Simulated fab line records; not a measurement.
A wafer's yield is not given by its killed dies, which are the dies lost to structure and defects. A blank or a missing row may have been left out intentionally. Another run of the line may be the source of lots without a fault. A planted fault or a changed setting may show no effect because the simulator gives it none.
Which of the tools did it? / flow n5Finfet / Sampling: 11 lots, 33 wafers, 2 of 1938 route steps

## WHAT THE GAUGES READ, wafer by wafer
N5_BEOL_M5_THK_MEAS_01.
lot=L130; measured=day 8 04:12; on=filmMetro-02; M5_ILD_THK (nm)=121.8 120.2 119.6
lot=L131; measured=day 8 08:43; on=filmMetro-02; M5_ILD_THK (nm)=119.4 120.7 121.6
lot=L132; measured=day 8 19:26; on=filmMetro-01; M5_ILD_THK (nm)=117.7 122.4 120.7
lot=L135; measured=day 9 08:37; on=filmMetro-01; M5_ILD_THK (nm)=117.9 120.5 120.7
lot=L134; measured=day 9 11:10; on=filmMetro-01; M5_ILD_THK (nm)=119.4 120.6 123.6
lot=L141; measured=day 11 01:29; on=filmMetro-02; M5_ILD_THK (nm)=110.1 120.6 109.9
lot=L143; measured=day 11 19:29; on=filmMetro-02; M5_ILD_THK (nm)=121.4 122.7 122.5
lot=L147; measured=day 11 23:47; on=filmMetro-02; M5_ILD_THK (nm)=119.1 120.4 121.7
lot=L148; measured=day 12 20:43; on=filmMetro-01; M5_ILD_THK (nm)=118.4 120.4 121.4
lot=L150; measured=day 13 18:11; on=filmMetro-02; M5_ILD_THK (nm)=119.1 121.3 120.6
lot=L152; measured=day 13 20:55; on=filmMetro-02; M5_ILD_THK (nm)=119.6 121.8 122.4

## WHICH TOOL RAN EACH LOT (tool, then ch and the chambers of the sampled wafers, then the start)
lot=L130; N5_BEOL_M5_ILD_DEP_00=pecvd-03 ch 0,1,2, day 8 03:38
lot=L131; N5_BEOL_M5_ILD_DEP_00=pecvd-01 ch 0,2, day 8 08:09
lot=L132; N5_BEOL_M5_ILD_DEP_00=pecvd-01 ch 0,2, day 8 18:52
lot=L135; N5_BEOL_M5_ILD_DEP_00=pecvd-04 ch 0,2, day 9 08:03
lot=L134; N5_BEOL_M5_ILD_DEP_00=pecvd-04 ch 0,1,2, day 9 10:36
lot=L141; N5_BEOL_M5_ILD_DEP_00=pecvd-04 ch 0,2, day 11 00:33
lot=L143; N5_BEOL_M5_ILD_DEP_00=pecvd-01 ch 0,1, day 11 18:53
lot=L147; N5_BEOL_M5_ILD_DEP_00=pecvd-03 ch 0,1,2, day 11 23:13
lot=L148; N5_BEOL_M5_ILD_DEP_00=pecvd-03 ch 0,1,2, day 12 20:09
lot=L150; N5_BEOL_M5_ILD_DEP_00=pecvd-01 ch 0,1,2, day 13 16:02
lot=L152; N5_BEOL_M5_ILD_DEP_00=pecvd-01 ch 0,1,2, day 13 18:54
- N5_BEOL_M5_ILD_DEP_00: deposits SiCOH lowk from DEMS/porogen, target thk 140.64 nm, time 25.9 s.

## THE ANSWER, worked out from the rows above alone
Rule: the usual values come from the lots themselves. The widest of any qualifying gaps counts: lots, ordered by their means at a reading, are off when they make up no more than a third of the lots, leave a main group of 4 or more, and stand apart from it by 3 or more times the standard deviation of that group's means. A main group whose means are all the same, to the digits that the tables above print for the reading, isn't used. Also off: a lot with no number at a reading for which 4 or more lots have one. The other lots that the step has rows for count as sound.
Off: at N5_BEOL_M5_THK_MEAS_01 (M5_ILD_THK), L141. Mean 120.7 nm and standard deviation 0.68 in the main group.
If a tool, at a process step before that reading, ran all the lots that are off and no sound lot after the first of them, it fits. Those tools and the gauges at N5_BEOL_M5_THK_MEAS_01 are tried in the same way. One fits: N5_BEOL_M5_ILD_DEP_00 on pecvd-04. Its last sound lot is L134 (day 9 10:36), its first lot that is off L141 (day 11 00:33): a fault that began between those two fits.

## WHAT THE SIMULATOR HAD INSERTED
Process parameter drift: pecvd-04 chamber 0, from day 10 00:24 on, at N5_BEOL_M5_ILD_DEP_00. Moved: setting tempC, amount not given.
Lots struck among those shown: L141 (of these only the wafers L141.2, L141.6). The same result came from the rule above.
